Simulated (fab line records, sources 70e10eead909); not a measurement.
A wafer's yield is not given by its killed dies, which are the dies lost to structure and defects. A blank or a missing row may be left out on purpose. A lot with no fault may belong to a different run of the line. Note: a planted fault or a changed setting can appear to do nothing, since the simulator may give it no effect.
Problem report, 8D (eight disciplines) form, completed by code	flow nand-harc	the parts of the form that need people (team, actions taken, sign-off) are left out

## 1. PROBLEM STATEMENT
thk-nm at NHARC_THIN_TSV_THK_MEAS_02 reads a mean of 3 nm on 1 wafer of 1 lot; wafers without a fault read 2967 nm with a standard deviation of 220. That puts it -13 standard deviations away from the usual mean.
The step: measures by ir.
First observed at day 27 05:56: wafer L152.3, on film-metro-02. The record holds 35 wafers of 12 lots with a number at this step. Rule for "out" (also "out of limits"): further than 4 standard deviations from the usual mean. All remaining wafers that have a number are taken as sound.

## 2. WHAT THIS IS AND IS NOT
question	is	is not
which readings at this step	thk-nm	-
which lots	L152	L144, L145, L146, L147, L150, L161, L162, L163, L164, L166, L167
which wafers of those lots	L152.3	L152.5
read on which gauges	film-metro-02	film-metro-01
when	from day 27 05:56	up to then (16 sound wafers); but 18 sound wafers of L161, L162, L163, L164, L166, L167 came after

## 3. SUSPECTS, AND WHAT RULES EACH OUT
Counting: any tool at a process step up to the reading remains a suspect provided it ran every lot that is out. Sound lots after the first of them don't rule it out here, since some wafers of a struck lot are sound.
- the gauge at NHARC_THIN_TSV_THK_MEAS_02 has been ruled out. All the wafers that are out were read on film-metro-02, but those of them that NHARC_END_SORT_01 has rows for are out there too, on other tools.
- rie-diel-04 at NHARC_A_BONDPAD_DESCUM_11 (chemistry O2, time 3 s): kept. It ran the lot that is out, L152 (day 26 12:41); its last sound lot up to then is L147 (day 23 16:33).
- pvd-sputter-02 at NHARC_A_BONDPAD_DEGAS_25 (time 60 s): kept. It ran the lot that is out, L152 (day 26 13:37); its last sound lot up to then is L146 (day 24 00:01).
- grinder-01 at NHARC_THIN_TSV_GRIND_00: kept. It ran the lot that is out, L152 (day 27 04:50); its last sound lot up to then is L150 (day 25 16:04).
- At NHARC_A_BONDPAD_DESCUM_11 on rie-diel-04, chamber 0 took the sound wafers of the same lots and chamber 1 took the wafers that are out.
Left after counting: rie-diel-04 at NHARC_A_BONDPAD_DESCUM_11, pvd-sputter-02 at NHARC_A_BONDPAD_DEGAS_25, grinder-01 at NHARC_THIN_TSV_GRIND_00.

## 4. THE CAUSE (what the simulator had put in)
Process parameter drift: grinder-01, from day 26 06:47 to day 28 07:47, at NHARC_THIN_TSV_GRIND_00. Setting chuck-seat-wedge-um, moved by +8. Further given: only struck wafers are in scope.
This tool is one of the 3 suspects left after counting.

## 5. SEQUENCE OF EFFECTS, ordered by route
Rows list readings where the struck wafers' mean (over those with a number) sits beyond 3 standard deviations from the usual. Scope: only readings with a usual standard deviation given in the record; hours: median across lots of the time from each lot's start at the first step in this table that gives one to its start at this step; sigmas: change in usual standard deviations.
hours	step	reading	usual	on struck wafers	change	sigmas
0	NHARC_THIN_TSV_THK_MEAS_02	thk-nm	2967 nm	3	-2964	-13
18	NHARC_END_SORT_01	defect-limited-yield	92.0 %	0.0	-92.0	-33
18	NHARC_END_SORT_01	killed-at-other	0.9	637.0	+636.1	+99 or more
18	NHARC_END_SORT_01	killed-dies	54	677	+623	+33
18	NHARC_END_SORT_01	sort_bin_2_pct	2.9 %	96.8	+93.9	+78
18	NHARC_END_SORT_01	sort-n-pass	623	0	-623	-33
18	NHARC_END_SORT_01	sort-rim-yield-pct	91 %	0	-91	-19
18	NHARC_END_SORT_01	sort-yield-pct	92.0 %	0.0	-92.0	-33

## 6. WHAT WOULD HAVE CAUGHT IT SOONER
23 hours passed between the start of the fault at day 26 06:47 and the first reading out of limits at a measuring or inspecting step in this record, taken at day 27 05:56.
No tool reading at NHARC_THIN_TSV_GRIND_00 that has a usual standard deviation in the record was out on any struck wafer, so an alarm limit of 4 standard deviations on those readings would not have fired.
Lots out: 1; all had begun NHARC_THIN_TSV_GRIND_00 on grinder-01 by day 27 05:56. None of them would have been spared by holding the tool at that moment.
